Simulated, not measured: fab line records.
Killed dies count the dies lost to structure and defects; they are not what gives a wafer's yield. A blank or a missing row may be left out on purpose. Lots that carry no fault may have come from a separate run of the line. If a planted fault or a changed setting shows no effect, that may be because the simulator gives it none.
fab line records	flow nand-harc
record: lots: 24	wafers: 72	last-day: 24
route steps=1159 shown A_BLC@988 A_M0@1009 A_M1@1044
lots that met no fault: taken from a fault-free run of the same line
start-h: hours from the record's first day to the start of the lot's first wafer shown	wait-h: hours elapsed since this lot's preceding step	" the same as in the row above	L1.1+2: several wafers, shown together as one row	- value missing, or start not given	* or withheld: withheld	< > ~ a bound
route shown NAME@n: names a module that has steps shown in the file, with the first one's number in the route	usual: average and standard deviation across the fault-free wafers	same: alike in all rows	chamber/n: place in a boat	sites: the reading at each site	_std_site: standard deviation across them	_edge_site: mean of outer sites minus mean of inner sites	radius-mm: for every site, how far away it sits from the centre of the wafer	mask NAME#n: copy n	behind: the last tool/chamber to shape the wafer	hold: why the lot went on hold/how many hours it stayed there/how the hold came to an end	device: the n, p or np transistor that did not switch	end of line: the route-end tests of the same wafers	where a step has no rows: the recipe by itself	killed: the dies lost at the first sort to structure and to defects; this is not the yield of the wafer	map: a wafer's dies, x killed, . not, _ none there
set.NAME: the run value of the setting; set.NAME@STEP: its run value at that earlier step	model.NAME: the simulator's own value behind a step, which no gauge read
steps of the route over a sample of lots; a table a step, a row a wafer
services: the hour from which a tool's chamber was out of use, counted from the record's first day as start-h (under 0 if before that day), plus the number of hours and why
== steps ==
step: NHARC_A_BLC_ALD_23
recipe: target-thk-a: 30	pulse-time-s: 1	ald-cycles: 150	temp-c: 450	material: TiN
usual: heater-power-w: 1059/85	precursor-pulse-height-rel: 1.002/0.022
lot.wafer	tool	chamber	start-h	wait-h	heater-power-w	precursor-pulse-height-rel
L074.2	ald-metal-02	2	388.28	-	972	1.000
L074.4	"	3	"	"	1010	0.995
L074.6	"	2	"	"	976	1.032
L075.1	ald-metal-03	2	394.20	-	1044	1.023
L075.3	"	0	"	"	1047	0.987
L075.6	"	1	"	"	1168	0.975
L076.2	ald-metal-02	2	398.85	-	965	0.981
L076.1	"	0	"	"	956	1.009
L076.6	"	3	"	"	1021	1.023
L079.1	ald-metal-02	0	408.16	-	972	0.983
L079.4	"	2	"	"	955	1.002
L079.6	"	1	"	"	1035	1.013
L077.2	ald-metal-03	0	410.36	-	1034	1.035
L077.4	"	1	"	"	1164	1.001
L077.5	"	1	"	"	1174	0.992
L078.1	ald-metal-03	0	423.06	-	1044	0.954
L078.6	"	2	"	"	1053	0.999
L078.5	"	3	"	"	966	1.013
L082.4	ald-metal-02	3	431.77	-	1040	1.003
L082.6	"	1	"	"	1032	1.009
L082.5	"	2	"	"	984	1.015
L080.1	ald-metal-03	3	432.51	-	987	1.002
L080.4	"	0	"	"	1030	1.008
L080.2	"	1	"	"	1146	1.002
L081.2	ald-metal-03	3	447.52	-	1014	0.998
L081.4	"	0	"	"	1013	0.989
L081.6	"	2	"	"	1039	0.972
L084.3	ald-metal-01	0	447.93	-	1312	0.986
L084.2	"	2	"	"	1126	1.042
L084.5	"	0	"	"	1284	1.083
L083.2	ald-metal-02	2	448.31	-	979	1.014
L083.6	"	1	"	"	1016	1.030
L083.5	"	2	"	"	1000	0.988
L087.1	ald-metal-03	2	460.14	-	1035	0.978
L087.6	"	2	"	"	1063	0.997
L087.5	"	1	"	"	1153	0.984
L086.1	ald-metal-03	3	461.15	-	1017	1.021
L086.2	"	2	"	"	1017	1.004
L086.5	"	2	"	"	1047	1.025
L085.2	ald-metal-03	2	477.93	-	1031	1.017
L085.3	"	3	"	"	978	1.003
L085.5	"	2	"	"	1055	0.977
L088.3	ald-metal-02	2	479.11	-	979	0.991
L088.1	"	3	"	"	1015	0.963
L088.6	"	0	"	"	993	0.981
L089.2	ald-metal-03	0	480.87	-	1044	1.011
L089.5	"	2	"	"	1047	0.999
L089.6	"	3	"	"	977	0.983
L091.4	ald-metal-03	2	495.43	-	1044	1.036
L091.2	"	3	"	"	998	0.971
L091.6	"	3	"	"	998	1.009
L090.4	ald-metal-02	3	497.38	-	1005	0.966
L090.2	"	1	"	"	1069	1.007
L090.5	"	0	"	"	963	0.948
L092.2	ald-metal-01	3	497.51	-	1098	0.991
L092.4	"	1	"	"	1148	0.985
L092.6	"	3	"	"	1092	1.001
L095.1	ald-metal-01	1	513.83	-	1209	0.993
L095.3	"	2	"	"	1106	1.015
L095.6	"	0	"	"	1352	1.017
L094.2	ald-metal-03	2	517.40	-	1058	0.992
L094.5	"	2	"	"	1046	1.009
L094.6	"	3	"	"	1003	0.985
L093.1	ald-metal-02	3	522.15	-	1022	1.006
L093.2	"	2	"	"	1006	1.021
L093.6	"	3	"	"	1042	1.052
L096.4	ald-metal-01	0	529.00	-	1309	1.024
L096.1	"	2	"	"	1092	1.027
L096.5	"	0	"	"	1292	1.036
L097.4	ald-metal-03	2	529.25	-	1030	1.004
L097.3	"	0	"	"	1069	0.976
L097.6	"	1	"	"	1152	0.985
step: NHARC_A_BLC_CVD_24
recipe: target-thk-a: 1500	temp-c: 300	pressure-torr: 40	wf6-flow-sccm: 40	h2-flow-sccm: 1600	ar-flow-sccm: 1560	time-s: 434	material: W
usual: heater-power-w: 483/59	mfc-wf6-sccm: 40.00/0.12	throttle-valve-pct: 7.86/0.18
lot.wafer	tool	chamber	start-h	wait-h	heater-power-w	mfc-wf6-sccm	throttle-valve-pct
L074.2	cvd-w-01	1	-	-	465	40.02	7.85
L074.4	"	0	"	"	492	39.97	7.88
L074.6	"	0	"	"	491	40.13	7.74
L075.1	cvd-w-01	0	-	-	485	39.83	7.60
L075.3	"	0	"	"	499	40.12	7.78
L075.6	"	1	"	"	445	40.11	8.01
L076.2	cvd-w-01	0	-	-	476	40.02	8.03
L076.1	"	1	"	"	457	39.88	7.81
L076.6	"	1	"	"	456	40.02	7.86
L079.1	cvd-w-02	0	-	-	425	39.76	7.65
L079.4	"	1	"	"	550	40.18	7.85
L079.6	"	1	"	"	556	39.93	7.84
L077.2	cvd-w-01	1	-	-	454	40.14	7.88
L077.4	"	1	"	"	454	39.98	7.66
L077.5	"	0	"	"	498	40.04	7.79
L078.1	cvd-w-02	1	-	-	561	39.96	7.80
L078.5	"	1	"	"	556	39.87	8.15
L078.6	"	0	"	"	412	40.21	7.74
L082.4	cvd-w-02	0	-	-	413	40.00	7.72
L082.6	"	1	"	"	554	40.06	7.73
L082.5	"	0	"	"	421	39.80	7.64
L080.2	cvd-w-01	1	-	-	447	39.94	7.90
L080.1	"	0	"	"	491	40.10	7.85
L080.4	"	1	"	"	445	39.99	7.71
L081.2	cvd-w-02	0	-	-	415	40.01	7.82
L081.4	"	0	"	"	424	39.91	8.11
L081.6	"	1	"	"	552	40.07	7.78
L084.2	cvd-w-02	1	-	-	544	40.02	7.87
L084.3	"	0	"	"	429	40.11	7.46
L084.5	"	1	"	"	558	40.01	8.12
L083.2	cvd-w-02	1	-	-	550	40.04	7.91
L083.5	"	0	"	"	410	39.79	7.75
L083.6	"	1	"	"	558	39.97	7.96
L087.1	cvd-w-02	1	-	-	580	40.14	8.09
L087.5	"	0	"	"	430	39.90	7.70
L087.6	"	1	"	"	553	40.38	8.31
L086.1	cvd-w-02	0	-	-	419	40.04	7.93
L086.2	"	1	"	"	561	40.10	8.00
L086.5	"	1	"	"	565	39.99	8.14
L085.2	cvd-w-02	0	-	-	422	40.11	7.78
L085.3	"	0	"	"	425	40.03	7.51
L085.5	"	1	"	"	551	40.02	7.87
L088.1	cvd-w-02	0	-	-	427	40.07	7.96
L088.3	"	1	"	"	557	40.19	8.12
L088.6	"	0	"	"	425	40.22	7.76
L089.2	cvd-w-02	0	-	-	419	40.04	8.01
L089.5	"	1	"	"	552	40.02	7.87
L089.6	"	0	"	"	425	39.77	7.81
L091.2	cvd-w-01	0	-	-	511	40.13	7.86
L091.4	"	0	"	"	509	40.06	7.76
L091.6	"	0	"	"	520	40.06	7.88
L090.2	cvd-w-01	1	-	-	452	40.07	7.63
L090.4	"	0	"	"	507	39.94	7.80
L090.5	"	1	"	"	460	40.08	7.58
L092.2	cvd-w-01	0	-	-	513	39.98	7.84
L092.4	"	0	"	"	505	40.19	8.16
L092.6	"	0	"	"	507	40.16	7.68
L095.1	cvd-w-02	0	-	-	420	39.93	7.82
L095.3	"	0	"	"	423	39.89	7.69
L095.6	"	0	"	"	410	39.85	7.63
L094.2	cvd-w-02	1	-	-	560	39.98	7.98
L094.5	"	1	"	"	555	39.92	7.76
L094.6	"	0	"	"	418	39.91	7.69
L093.1	cvd-w-02	0	-	-	418	39.72	7.85
L093.2	"	1	"	"	567	40.10	7.94
L093.6	"	1	"	"	558	39.88	8.18
L096.1	cvd-w-02	0	-	-	420	39.88	7.68
L096.4	"	1	"	"	556	40.16	8.06
L096.5	"	0	"	"	429	39.97	7.86
L097.4	cvd-w-02	1	-	-	570	40.00	7.75
L097.3	"	0	"	"	401	40.00	7.84
L097.6	"	0	"	"	429	39.91	7.89
step: NHARC_A_M0_ETCH_15
recipe: target-depth-a: 1500	overetch-a: 150	time-s: 82.5	c4f8-flow-sccm: withheld	ar-flow-sccm: 400	rf-w: 600	bias-w: 300	chemistry: C4F8/Ar
usual: chamber-pressure-mTorr: 25.004/0.022	oes-product-au: 0.946/0.027	rf-vpp-V: 441.7/2.5
lot.wafer	tool	chamber	start-h	wait-h	chamber-pressure-mTorr	oes-product-au	rf-hours-counter-h	rf-vpp-V
L074.2	rie-diel-03	2	-	-	25.006	0.942	10	442.7
L074.6	"	2	"	"	25.017	0.938	-	443.2
L074.4	"	1	"	"	25.015	0.937	-	437.3
L075.1	rie-diel-01	0	-	-	24.944	0.898	7	442.1
L075.3	"	1	"	"	24.996	0.912	7	444.4
L075.6	"	3	"	"	24.989	0.932	-	439.8
L076.1	rie-diel-03	2	-	-	25.013	0.970	0	441.1
L076.2	"	3	"	"	25.035	0.962	0	438.0
L076.6	"	1	"	"	25.015	0.996	-	436.6
L079.1	rie-diel-11	1	410.67	0.1	24.966	0.948	3	443.6
L079.4	"	0	"	"	25.018	0.951	-	445.2
L079.6	"	0	"	"	24.987	0.947	-	443.6
L077.2	rie-diel-01	0	-	-	25.006	0.905	8	442.6
L077.4	"	2	"	"	25.006	0.925	8	441.7
L077.5	"	0	"	"	25.002	0.896	-	442.1
L078.1	rie-diel-01	3	-	-	25.012	0.929	9	440.2
L078.5	"	0	"	"	24.969	0.902	-	441.1
L078.6	"	1	"	"	24.997	0.909	-	445.2
L082.4	rie-diel-03	1	-	-	24.963	1.001	3	438.9
L082.5	"	2	"	"	25.021	0.968	-	442.9
L082.6	"	3	"	"	25.039	0.951	-	439.7
L080.1	rie-diel-01	1	-	-	24.975	0.911	9	444.6
L080.4	"	2	"	"	25.035	0.923	10	442.2
L080.2	"	3	"	"	24.991	0.926	10	439.5
L081.4	rie-diel-01	2	-	-	25.021	0.922	10	440.4
L081.2	"	0	"	"	25.029	0.895	10	442.0
L081.6	"	1	"	"	24.994	0.912	-	445.7
L084.2	rie-diel-01	1	-	-	25.001	0.932	10	444.7
L084.3	"	3	"	"	25.010	0.965	10	439.4
L084.5	"	2	"	"	24.999	0.940	-	442.8
L083.2	rie-diel-11	3	-	-	25.034	0.895	5	442.3
L083.5	"	1	"	"	25.023	0.935	-	441.9
L083.6	"	2	"	"	25.035	0.946	-	443.0
L087.1	rie-diel-03	2	-	-	25.008	0.974	5	440.7
L087.6	"	2	"	"	25.023	0.966	-	443.1
L087.5	"	0	"	"	25.027	0.975	-	445.1
L086.2	rie-diel-03	0	-	-	25.056	0.978	5	444.9
L086.1	"	2	"	"	24.989	0.977	5	442.1
L086.5	"	1	"	"	25.012	0.979	-	438.6
L085.3	rie-diel-03	0	-	-	25.015	0.978	9	444.7
L085.2	"	1	"	"	25.032	0.978	9	437.2
L085.5	"	3	"	"	24.962	0.958	-	439.5
L088.1	rie-diel-03	1	-	-	25.011	0.976	9	438.4
L088.3	"	2	"	"	25.008	0.974	8	442.9
L088.6	"	1	"	"	24.980	0.971	-	439.2
L089.2	rie-diel-03	1	-	-	25.016	0.954	9	437.3
L089.5	"	0	"	"	25.017	0.935	-	444.6
L089.6	"	1	"	"	25.006	0.953	-	438.1
L091.2	rie-diel-01	3	-	-	24.979	0.968	0	438.4
L091.4	"	0	"	"	25.018	0.961	0	442.8
L091.6	"	3	"	"	24.964	0.980	-	439.3
L090.4	rie-diel-01	2	-	-	24.996	0.970	0	441.4
L090.2	"	1	"	"	24.999	0.954	0	444.6
L090.5	"	3	"	"	24.974	0.970	-	439.9
L092.4	rie-diel-11	3	-	-	24.995	0.896	8	441.4
L092.2	"	1	"	"	24.998	0.937	8	442.5
L092.6	"	2	"	"	25.028	0.939	-	441.4
L095.1	rie-diel-11	3	-	-	24.998	0.888	8	443.5
L095.3	"	2	"	"	25.022	0.922	8	442.2
L095.6	"	2	"	"	24.999	0.927	-	442.1
L094.2	rie-diel-03	2	-	-	24.972	0.921	10	442.8
L094.6	"	1	"	"	24.936	0.948	-	438.0
L094.5	"	2	"	"	25.012	0.929	-	441.6
L093.2	rie-diel-03	2	-	-	25.004	0.958	12	442.4
L093.1	"	0	"	"	25.005	0.987	13	445.3
L093.6	"	1	"	"	25.035	0.978	-	437.8
L096.1	rie-diel-11	1	-	-	24.974	0.956	11	443.7
L096.4	"	1	"	"	24.995	0.960	-	442.6
L096.5	"	2	"	"	25.018	0.976	-	441.8
L097.4	rie-diel-03	0	-	-	25.002	0.938	13	444.8
L097.3	"	3	"	"	24.990	0.972	10	439.3
L097.6	"	0	"	"	24.987	0.933	-	445.1
step: NHARC_A_M0_PRE_CLEAN_31
recipe: time-s: 12	temp-c: 370	rf-power-w: 300	gas: NH3
usual: heater-power-w: 605/73
lot.wafer	tool	chamber	start-h	wait-h	heater-power-w
L074.2	pecvd-03	2	394.69	0.1	501
L074.4	"	1	"	"	632
L074.6	"	0	"	"	601
L075.1	pecvd-02	0	405.07	0.1	562
L075.3	"	2	"	"	555
L075.6	"	1	"	"	641
L076.2	pecvd-03	0	405.89	0.2	626
L076.1	"	1	"	"	625
L076.6	"	1	"	"	615
L079.1	pecvd-02	2	413.22	0.1	551
L079.4	"	0	"	"	628
L079.6	"	2	"	"	552
L077.2	pecvd-03	0	415.36	0.1	652
L077.5	"	0	"	"	636
L077.4	"	1	"	"	609
L078.1	pecvd-03	1	432.26	0.1	661
L078.5	"	2	"	"	440
L078.6	"	0	"	"	609
L082.4	pecvd-02	2	436.63	0.1	583
L082.5	"	0	"	"	580
L082.6	"	1	"	"	608
L080.2	pecvd-02	1	439.85	0.2	624
L080.1	"	2	"	"	579
L080.4	"	2	"	"	577
L081.2	pecvd-04	0	452.24	0.1	510
L081.6	"	1	"	"	616
L081.4	"	2	"	"	765
L084.2	pecvd-02	1	452.75	0.1	707
L084.3	"	2	"	"	551
L084.5	"	1	"	"	716
L083.2	pecvd-02	2	453.40	0.1	497
L083.6	"	1	"	"	716
L083.5	"	2	"	"	489
L087.1	pecvd-03	2	465.00	0.1	494
L087.5	"	1	"	"	589
L087.6	"	2	"	"	483
L086.1	pecvd-02	0	465.98	0.1	539
L086.2	"	1	"	"	651
L086.5	"	2	"	"	576
L085.3	pecvd-04	1	495.13	0.1	636
L085.2	"	2	"	"	683
L085.5	"	0	"	"	547
L088.3	pecvd-04	1	495.73	0.1	622
L088.1	"	0	"	"	547
L088.6	"	1	"	"	619
L089.2	pecvd-04	0	496.64	0.1	521
L089.5	"	2	"	"	763
L089.6	"	0	"	"	509
L091.2	pecvd-02	2	504.03	0.1	547
L091.4	"	0	"	"	689
L091.6	"	2	"	"	542
L090.2	pecvd-02	0	504.46	0.1	568
L090.5	"	1	"	"	591
L090.4	"	2	"	"	494
L092.2	pecvd-04	1	505.23	0.3	585
L092.6	"	1	"	"	592
L092.4	"	0	"	"	535
L095.3	pecvd-04	2	519.51	0.3	752
L095.1	"	0	"	"	525
L095.6	"	1	"	"	627
L094.2	pecvd-03	0	522.90	0.1	710
L094.6	"	0	"	"	703
L094.5	"	1	"	"	599
L093.1	pecvd-04	1	530.42	0.1	566
L093.2	"	0	"	"	569
L093.6	"	1	"	"	570
L096.1	pecvd-02	2	538.12	0.1	531
L096.5	"	1	"	"	652
L096.4	"	2	"	"	526
L097.3	pecvd-03	1	538.69	0.1	646
L097.6	"	1	"	"	646
L097.4	"	2	"	"	571
step: NHARC_A_M1_ETCH_28
recipe: target-depth-a: 300	over-etch-frac: 0.3	time-s: 72.99	ion-energy-ev: 150	cf4-flow-sccm: 50	n2-flow-sccm: 100	ar-flow-sccm: 150	rf-w: 300	bias-w: 100	chemistry: CF4/N2
usual: chamber-pressure-mTorr: 30.004/0.028	drypump-motor-current-A: 5.6/0.45	oes-product-au: 0.995/0.013	rf-vpp-V: 315.2/1.8	showerhead-plenum-p-Torr: 2.68/0.094	throttle-valve-pct: 19.794/0.0084
lot.wafer	tool	chamber	start-h	wait-h	chamber-pressure-mTorr	drypump-motor-current-A	oes-product-au	rf-hours-counter-h	rf-vpp-V	showerhead-plenum-p-Torr	throttle-valve-pct
L074.4	rie-diel-12	0	-	-	30.007	5.3	0.994	0	317.4	2.79	19.798
L074.2	"	2	"	"	29.966	5.2	1.012	0	315.3	2.70	19.790
L074.6	"	3	"	"	30.056	5.3	1.019	-	315.5	2.70	19.786
L075.3	rie-diel-12	3	-	-	30.023	5.3	1.023	0	315.7	2.70	19.792
L075.1	"	0	"	"	30.029	5.4	1.003	0	316.7	2.79	19.787
L075.6	"	2	"	"	29.993	5.2	1.013	-	314.9	2.70	19.790
L076.2	rie-diel-10	1	-	-	30.002	5.7	0.964	6	312.1	2.54	19.785
L076.1	"	3	"	"	29.996	5.0	0.993	3	318.5	2.80	19.797
L076.6	"	2	"	"	30.026	5.3	0.984	-	311.7	2.51	19.801
L079.4	rie-diel-10	2	-	-	29.971	5.3	0.980	7	313.2	2.51	19.805
L079.1	"	3	"	"	30.015	5.0	0.990	4	317.6	2.80	19.790
L079.6	"	0	"	"	29.992	5.8	0.992	-	313.7	2.53	19.793
L077.2	rie-diel-05	0	-	-	30.035	5.5	1.002	0	317.2	2.73	19.797
L077.4	"	1	"	"	29.984	6.7	1.011	6	316.9	2.79	19.789
L077.5	"	0	"	"	30.029	5.5	1.002	-	315.8	2.73	19.796
L078.1	rie-diel-05	0	-	-	29.999	5.5	0.994	1	315.3	2.73	19.801
L078.5	"	2	"	"	29.989	5.3	0.985	-	315.0	2.57	19.808
L078.6	"	3	"	"	29.994	5.7	0.982	-	313.4	2.64	19.800
L082.4	rie-diel-05	3	-	-	29.976	5.7	0.978	8	313.7	2.64	19.799
L082.6	"	3	"	"	30.014	5.7	0.977	-	314.0	2.64	19.789
L082.5	"	0	"	"	29.987	5.5	0.995	-	316.1	2.73	19.780
L080.1	rie-diel-05	1	-	-	30.049	6.7	1.007	7	317.5	2.79	19.799
L080.4	"	2	"	"	29.997	5.3	0.994	7	314.1	2.57	19.773
L080.2	"	0	"	"	29.986	5.5	1.005	2	315.6	2.73	19.795
L081.4	rie-diel-12	1	-	-	29.945	6.2	0.989	2	316.0	2.78	19.793
L081.2	"	3	"	"	29.990	5.3	1.000	2	315.3	2.70	19.800
L081.6	"	1	"	"	30.040	6.2	0.993	-	317.6	2.78	19.805
L084.3	rie-diel-12	2	-	-	30.006	5.2	0.989	2	314.2	2.70	19.798
L084.2	"	3	"	"	29.981	5.3	1.000	2	314.5	2.70	19.815
L084.5	"	2	"	"	30.041	5.2	0.992	-	315.7	2.70	19.796
L083.2	rie-diel-05	3	-	-	29.962	5.7	0.977	9	314.1	2.64	19.791
L083.5	"	3	"	"	29.976	5.7	0.981	-	314.0	2.64	19.793
L083.6	"	0	"	"	30.036	5.5	0.999	-	316.8	2.73	19.808
L087.1	rie-diel-12	1	-	-	30.014	6.2	1.000	2	316.0	2.78	19.807
L087.6	"	0	"	"	30.007	5.3	1.012	-	318.3	2.79	19.794
L087.5	"	1	"	"	30.013	6.2	1.007	-	317.2	2.78	19.808
L086.1	rie-diel-05	3	-	-	30.036	5.7	0.989	10	315.8	2.64	19.786
L086.2	"	2	"	"	30.008	5.3	0.987	8	313.4	2.57	19.802
L086.5	"	0	"	"	29.948	5.5	0.995	-	315.5	2.73	19.791
L085.3	rie-diel-05	0	-	-	30.043	5.5	0.984	4	314.7	2.73	19.793
L085.2	"	3	"	"	30.023	5.7	0.991	11	313.6	2.64	19.798
L085.5	"	0	"	"	30.014	5.5	0.982	-	315.4	2.73	19.793
L088.1	rie-diel-10	3	-	-	30.045	5.0	0.981	9	316.0	2.80	19.791
L088.3	"	0	"	"	29.999	5.8	0.995	12	314.8	2.53	19.796
L088.6	"	2	"	"	30.047	5.3	0.977	-	312.9	2.51	19.799
L089.2	rie-diel-12	1	-	-	30.023	6.2	0.996	3	316.9	2.78	19.785
L089.5	"	2	"	"	29.988	5.2	1.006	-	316.4	2.70	19.777
L089.6	"	3	"	"	29.972	5.3	1.005	-	314.5	2.70	19.803
L091.2	rie-diel-12	2	-	-	29.940	5.2	0.994	3	315.1	2.70	19.803
L091.4	"	0	"	"	30.005	5.3	0.998	3	316.7	2.79	19.779
L091.6	"	2	"	"	30.002	5.2	1.008	-	317.0	2.70	19.796
L090.4	rie-diel-05	3	-	-	29.972	5.7	0.994	12	314.3	2.64	19.791
L090.2	"	1	"	"	30.024	6.7	1.010	10	317.2	2.79	19.803
L090.5	"	3	"	"	30.044	5.7	1.001	-	313.1	2.64	19.785
L092.4	rie-diel-05	3	-	-	29.995	5.7	0.988	12	311.9	2.64	19.783
L092.2	"	0	"	"	30.004	5.5	0.981	4	315.9	2.73	19.807
L092.6	"	0	"	"	29.982	5.5	0.970	-	316.6	2.73	19.793
L095.1	rie-diel-10	3	-	-	29.964	5.0	0.996	10	316.6	2.80	19.802
L095.3	"	0	"	"	30.066	5.8	0.997	13	313.9	2.53	19.798
L095.6	"	3	"	"	30.036	5.0	0.989	-	317.6	2.80	19.800
L094.2	rie-diel-12	3	-	-	30.036	5.3	0.996	3	315.5	2.70	19.789
L094.5	"	0	"	"	30.002	5.3	0.987	-	316.9	2.79	19.787
L094.6	"	1	"	"	30.004	6.2	0.993	-	317.6	2.78	19.796
L093.1	rie-diel-05	2	-	-	30.027	5.3	1.006	0	313.0	2.56	19.793
L093.2	"	0	"	"	29.943	5.5	0.995	0	316.7	2.73	19.808
L093.6	"	3	"	"	30.043	5.7	1.005	-	314.7	2.64	19.799
L096.4	rie-diel-05	3	-	-	30.019	5.7	0.996	0	314.1	2.64	19.794
L096.1	"	1	"	"	29.976	6.7	0.993	0	317.3	2.79	19.775
L096.5	"	3	"	"	30.006	5.7	1.004	-	313.9	2.64	19.793
L097.4	rie-diel-05	3	-	-	29.980	5.7	1.006	0	315.4	2.64	19.800
L097.3	"	0	"	"	30.008	5.5	1.009	0	316.1	2.73	19.783
L097.6	"	2	"	"	30.025	5.3	1.008	-	312.2	2.56	19.801
step: NHARC_A_M1_DEP_33
recipe: target-thk-a: 300	temp-c: 370	target-thk-nm: 30	pressure-torr: 3	flow-sccm: 200	rf-w: 450	material: SiCN
usual: heater-power-w: 553/84
lot.wafer	tool	chamber	start-h	wait-h	heater-power-w
L074.2	pecvd-02	1	399.14	0.1	659
L074.6	"	2	"	"	538
L074.4	"	1	"	"	641
L075.3	pecvd-04	1	409.40	0.1	542
L075.1	"	0	"	"	492
L075.6	"	1	"	"	546
L076.1	pecvd-04	1	410.30	0.1	534
L076.2	"	0	"	"	417
L076.6	"	0	"	"	436
L079.1	pecvd-04	1	417.42	0.1	481
L079.4	"	1	"	"	496
L079.6	"	2	"	"	714
L077.2	pecvd-03	2	419.51	0.1	438
L077.4	"	2	"	"	434
L077.5	"	0	"	"	643
L078.1	pecvd-03	2	436.51	0.1	442
L078.5	"	2	"	"	450
L078.6	"	1	"	"	629
L082.4	pecvd-02	1	440.93	0.2	667
L082.6	"	1	"	"	675
L082.5	"	2	"	"	462
L080.1	pecvd-03	1	444.33	0.1	581
L080.2	"	2	"	"	464
L080.4	"	1	"	"	575
L081.2	pecvd-03	0	456.43	0.1	602
L081.4	"	1	"	"	617
L081.6	"	2	"	"	446
L084.2	pecvd-04	0	457.13	0.1	476
L084.3	"	1	"	"	506
L084.5	"	0	"	"	470
L083.2	pecvd-04	2	458.85	0.1	701
L083.5	"	2	"	"	680
L083.6	"	1	"	"	571
L087.1	pecvd-04	2	469.22	0.1	601
L087.5	"	2	"	"	606
L087.6	"	1	"	"	499
L086.1	pecvd-03	1	470.10	0.1	570
L086.2	"	2	"	"	474
L086.5	"	2	"	"	468
L085.2	pecvd-02	2	499.36	0.1	454
L085.3	"	0	"	"	521
L085.5	"	0	"	"	535
L088.1	pecvd-02	1	499.97	0.1	565
L088.3	"	0	"	"	521
L088.6	"	1	"	"	551
L089.2	pecvd-03	2	500.96	0.1	496
L089.5	"	0	"	"	545
L089.6	"	2	"	"	393
L091.2	pecvd-04	1	508.48	0.1	475
L091.4	"	2	"	"	669
L091.6	"	1	"	"	500
L090.2	pecvd-04	1	508.76	0.1	573
L090.4	"	1	"	"	572
L090.5	"	2	"	"	713
L092.2	pecvd-02	1	509.51	0.1	634
L092.4	"	0	"	"	573
L092.6	"	0	"	"	586
L095.1	pecvd-04	2	523.96	0.1	726
L095.3	"	0	"	"	472
L095.6	"	0	"	"	481
L094.2	pecvd-03	2	527.13	0.1	455
L094.5	"	2	"	"	467
L094.6	"	0	"	"	578
L093.1	pecvd-02	0	534.90	0.1	624
L093.2	"	2	"	"	407
L093.6	"	1	"	"	582
L096.1	pecvd-03	1	542.36	0.1	550
L096.4	"	2	"	"	496
L096.5	"	1	"	"	556
L097.4	pecvd-04	0	543.19	0.2	493
L097.3	"	2	"	"	607
L097.6	"	2	"	"	635
== services ==
tool	chamber	start-h	hours	kind
rie-diel-05	-	366.16	0.2	repair
rie-diel-03	0	369.93	22.4	repair
pecvd-04	-	376.12	13.0	pm
cvd-w-02	-	379.69	13.0	pm
rie-diel-05	-	379.84	2.5	repair
pecvd-04	-	390.34	2.2	repair
rie-diel-03	-	392.30	9.0	pm
rie-diel-05	2	411.47	4.8	repair
rie-diel-05	1	425.04	9.3	repair
pecvd-02	0	438.09	21.0	repair
ald-metal-03	0	456.41	8.0	repair
rie-diel-03	3	458.23	18.3	repair
rie-diel-05	0	469.56	15.5	repair
pecvd-03	-	473.00	13.0	pm
cvd-w-02	1	474.16	2.6	repair
rie-diel-05	-	486.62	0.6	repair
ald-metal-03	-	500.00	10.0	pm
pecvd-02	2	507.66	4.1	repair
rie-diel-05	1	510.18	1.3	repair
pecvd-02	-	516.20	13.0	pm
rie-diel-05	-	517.73	9.0	pm
cvd-w-02	-	537.97	14.2	repair
ald-metal-03	2	539.82	6.8	repair
pecvd-04	1	541.95	3.7	repair
== key ==
fault none
